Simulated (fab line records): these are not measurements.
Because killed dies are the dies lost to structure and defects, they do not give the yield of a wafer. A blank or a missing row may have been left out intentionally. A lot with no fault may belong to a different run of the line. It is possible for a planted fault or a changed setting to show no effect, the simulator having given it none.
The tool behind it: which one?	flow nand-harc	6 lots with 18 wafers sampled at 5 steps, on a route of 1159 steps

## WHAT THE GAUGES READ, wafer by wafer
NHARC_END_SORT_01.
lot	measured	on	killed-at-array
L120	day 21 13:15	prober-02	28 16 291

## WHAT TOOL EACH LOT RAN ON (gives the tool, then ch and the chambers of the sampled wafers, and finally the start)
lot	NHARC_A_SLIT_ETCH_24	NHARC_A_WL_FILL_ALD_02	NHARC_A_WL_FILL_ETCHBACK_04	NHARC_A_WL_FILL_STRIP_27
L111	rie-diel-01 ch 0,1,2, day 14 15:49	ald-metal-01 ch 0,1,3, day 15 03:25	rie-metal-01 ch 0,1, day 15 07:08	plasma-asher-01 ch 0,1, day 15 07:31
L115	rie-diel-12 ch 1,2,3, day 15 11:09	ald-metal-02 ch 1,2,3, day 15 23:57	rie-metal-01 ch 0,1, day 16 10:26	plasma-asher-01 ch 0,1, day 16 10:49
L120	rie-diel-08 ch 1,2, day 16 15:16	ald-metal-01 ch 1,2,3, day 17 02:59	rie-metal-01 ch 0,1, day 17 15:35	plasma-asher-02 ch 0,1, day 17 15:58
L128	rie-diel-01 ch 0,1, day 18 11:31	ald-metal-04 ch 0,2, day 18 23:11	rie-metal-02 ch 0,1, day 19 06:40	plasma-asher-01 ch 0,1, day 19 07:04
L132	rie-diel-12 ch 0,2,3, day 19 02:10	ald-metal-02 ch 0,1, day 19 19:16	rie-metal-03 ch 0,1, day 20 07:25	plasma-asher-02 ch 0,1, day 20 07:56
L134	rie-diel-01 ch 0,2,3, day 20 08:28	ald-metal-02 ch 0,2,3, day 21 00:02	rie-metal-03 ch 0,1, day 21 08:46	plasma-asher-01 ch 0,1, day 21 09:09
- NHARC_A_SLIT_ETCH_24: etches the open film in CF4/CHF3, target depth 121 nm, time 60.5 s.
- NHARC_A_WL_FILL_ALD_02: deposits TiN, target thk 2 nm, pulse time 3 s, ald cycles 100.
- NHARC_A_WL_FILL_ETCHBACK_04: etches the open film in NF3, target depth 60 nm, time 120 s.
- NHARC_A_WL_FILL_STRIP_27: strips in N2/H2, time 20 s.

## THE ANSWER, worked out from the rows above alone
Rule: what is usual is taken from the lots themselves. The widest of any qualifying gaps counts: lots, ordered by their means at a reading, are off when they make up no more than a third of the lots, leave a main group of 4 or more, and stand apart from it by 3 or more times the standard deviation of that group's means. A main group whose means are all the same, to the digits that the tables above print for the reading, isn't used. A lot without any number at a reading at which 4 lots or more have one is off too. Any other lot the step has rows for is counted as sound.
Nothing can be told from this: no lot is off at any reading shown.

## WHAT THE SIMULATOR HAD PUT IN
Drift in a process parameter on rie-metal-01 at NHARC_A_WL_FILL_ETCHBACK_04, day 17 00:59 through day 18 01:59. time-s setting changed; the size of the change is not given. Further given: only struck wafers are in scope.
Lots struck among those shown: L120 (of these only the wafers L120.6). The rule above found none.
